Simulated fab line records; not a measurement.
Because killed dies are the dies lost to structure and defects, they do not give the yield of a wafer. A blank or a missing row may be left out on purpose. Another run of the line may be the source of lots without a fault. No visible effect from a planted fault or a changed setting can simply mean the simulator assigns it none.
A lot that was struck, set against a sound lot || flow nand_harc || 40 steps out of a route of 1302
Sound: these wafers, L484.1, L484.3, L484.4. The struck wafers were L492.1, L492.3, L492.5. Last of all comes the cause.
Order at every step that has rows: each side's tool, ch and its chambers, its first start. Under that, the readings that differ: sound wafers || struck wafers || difference of the means || sigmas: that difference in standard deviations of wafers without a fault.
alike: readings with means less than 2 such deviations apart, plus words and numbers identical on both sides. not compared: withheld readings, readings lacking a value on some wafer, bounds such as >300 that could conceal the same value, and numbers that have no deviation in the record and whose values overlap.
A row with sigmas, a row that says differs or no value, or rows on one side alone: a step with any of these is where the two part. Non-overlapping numbers with no deviation appear without sigmas and do not part them. Lack of a reading on every wafer of one side parts them only where that side has two or more wafers.

first, 1 step without rows for these wafers: NHARC_P_M0_DEVELOP_08 (develop time 35 s).
NHARC_P_M0_CD_MEAS_09 targets a cd of 90 nm.
  sound on cd_sem-01 ch 0, day 6 12:19; struck on cd_sem-02 ch 0, day 10 01:13
{"reading": "cd_nm (nm)", "sound": "91.3 91.1 90.6", "struck": "88.9 89.4 90.3", "difference": -1.5, "sigmas": -2}
NHARC_P_M0_OVL_MEAS_10: pitch 180 nm.
  sound on overlay-01, day 6 12:25; struck on overlay-01, day 10 01:19
  alike: overlay_x_nm, overlay_y_nm
NHARC_P_M0_INSPECT_11:
  sound on defect_inspect-02, day 6 12:26; struck on defect_inspect-01, day 10 01:21
  alike: raw_defect_count
NHARC_P_M0_DESCUM_14: chemistry O2, time 3 s.
  sound on rie_diel-05 ch 0,1,3, day 6 12:30; struck on rie_diel-05 ch 0,1,3, day 10 01:25
  alike: drypump_motor_current_A, oes_product_au, rf_vpp_V, showerhead_plenum_p_Torr, throttle_valve_pct
  not compared: rf_hours_counter_h
then, 1 step without rows for these wafers: NHARC_P_M0_ETCH_34 (etches the open film in N2/H2, target depth 40 nm, overetch 12 nm, time 43.94 s).
NHARC_P_M0_ETCH_15: etches the open film in C4F8/Ar, target depth 150 nm, overetch 15 nm, time 82.5 s.
  sound on rie_diel-05 ch 0,2,3; struck on rie_diel-05 ch 0,1,2
  alike: oes_product_au, rf_vpp_V
  not compared: rf_hours_counter_h
NHARC_P_M0_CD_MEAS_16:
  sound on cd_sem-02, day 6 12:48; struck on cd_sem-02, day 10 01:47
{"reading": "cd_nm (nm)", "sound": "91.6 91.3 91.7", "struck": "88.6 89.1 89.5", "difference": -2.5, "sigmas": -3}
then, 2 steps without rows for these wafers: NHARC_P_M0_STRIP_18 (strips in N2/H2); NHARC_P_M0_STRIP_19 (strips in post etch residue remover, time 600 s).
NHARC_P_M0_DEGAS_28: time 60 s.
  sound on pvd_sputter-02, day 6 13:25; struck on pvd_sputter-02, day 10 02:24
  alike: heater_power_w, susceptor_temp_C
then, 1 step without rows for these wafers: NHARC_P_M0_PRE_CLEAN_29 (time 30 s).
NHARC_P_M0_PVD_20: deposits TaN, target thk 5 nm, time 8.06 s.
  sound on pvd_sputter-02, day 6 13:33; struck on pvd_sputter-02, day 10 02:31
  alike: chamber_pressure_pa, throttle_valve_pct
then, 2 steps without rows for these wafers: NHARC_P_M0_PVD_21 (deposits Cu, target thk 30 nm, time 20.49 s); NHARC_P_M0_ECD_22 (material Cu, target thk 400 nm).
NHARC_P_M0_ANNEAL_30: time 90 s.
  sound on rtp_anneal-02 ch 0, day 6 14:10; struck on rtp_anneal-02 ch 0, day 10 03:09
  alike: wafer_temp_C_max
then, 1 step without rows for these wafers: NHARC_P_M0_CMP_23 (polishes, t overpolish 20 s, target thk 117.54 nm).
NHARC_P_M0_THK_MEAS_24: measures by xrf.
  sound on film_metro-01, day 6 14:50; struck on film_metro-01, day 10 03:49
  alike: thk_nm
then, 13 steps without rows for these wafers: NHARC_P_M0_SRD_25; NHARC_P_M0_PRE_CLEAN_31 (time 12 s); NHARC_P_M0_DEP_32 (deposits SiCN, target thk 30 nm); NHARC_P_M1_DEP_00 (deposits SiOC, target thk 182.5 nm); NHARC_P_M1_DEHYDRATE_01 (time 120 s); NHARC_P_M1_HMDS_02 (time 30 s); NHARC_P_M1_COAT_34 (time 65 s); NHARC_P_M1_COAT_03 (resist thk 90 nm); NHARC_P_M1_SOFTBAKE_04 (time 55 s); NHARC_P_M1_EBR_05; NHARC_P_M1_EXPOSE_06 (exposes mask P M1, target cd 130 nm); NHARC_P_M1_PEB_07 (peb time 65 s); NHARC_P_M1_DEVELOP_08 (develop time 35 s).
NHARC_P_M1_CD_MEAS_09 targets a cd of 130 nm.
  sound on cd_sem-01 ch 0, day 6 16:23; struck on cd_sem-02 ch 0, day 10 05:13
  alike: cd_nm
NHARC_P_M1_OVL_MEAS_10: pitch 260 nm.
  sound on overlay-02, day 6 16:28; struck on overlay-01, day 10 05:19
  alike: overlay_x_nm, overlay_y_nm
then, 3 steps without rows for these wafers: NHARC_P_M1_DESCUM_14 (chemistry O2, time 3 s); NHARC_P_M1_ETCH_35 (etches the open film in N2/H2, target depth 40 nm, overetch 12 nm, time 43.94 s); NHARC_P_M1_ETCH_15 (etches the open film in C4F8/Ar, target depth 182.5 nm, time 91.2 s).
NHARC_P_M1_CD_MEAS_16:
  sound on cd_sem-02, day 6 16:55; struck on cd_sem-02, day 10 05:46
  alike: cd_nm
then, 1 step without rows for these wafers: NHARC_P_M1_STRIP_18 (strips in N2/H2).
NHARC_P_M1_ETCH_28: etches the open film in CF4/N2, target depth 30 nm, time 72.99 s.
  sound on rie_diel-10 ch 0,1,2; struck on rie_diel-10 ch 1,3
  alike: drypump_motor_current_A, oes_product_au, rf_vpp_V, showerhead_plenum_p_Torr, throttle_valve_pct
  not compared: rf_hours_counter_h
-- the record jumps here: 18 days lie between the struck wafers' starts before and after (it left off in module P_M1 and takes up again in module END, whose first step shown is number 1302 of the route) --
NHARC_END_SORT_01:
  here the record holds rows for the struck wafers (prober-01 ch 0, day 28 14:55) but none for the sound ones

## WHERE THEY PART
Last at NHARC_END_SORT_01 as far as this record goes, first at NHARC_P_M0_CD_MEAS_09.

WHY: whatever the simulator had introduced
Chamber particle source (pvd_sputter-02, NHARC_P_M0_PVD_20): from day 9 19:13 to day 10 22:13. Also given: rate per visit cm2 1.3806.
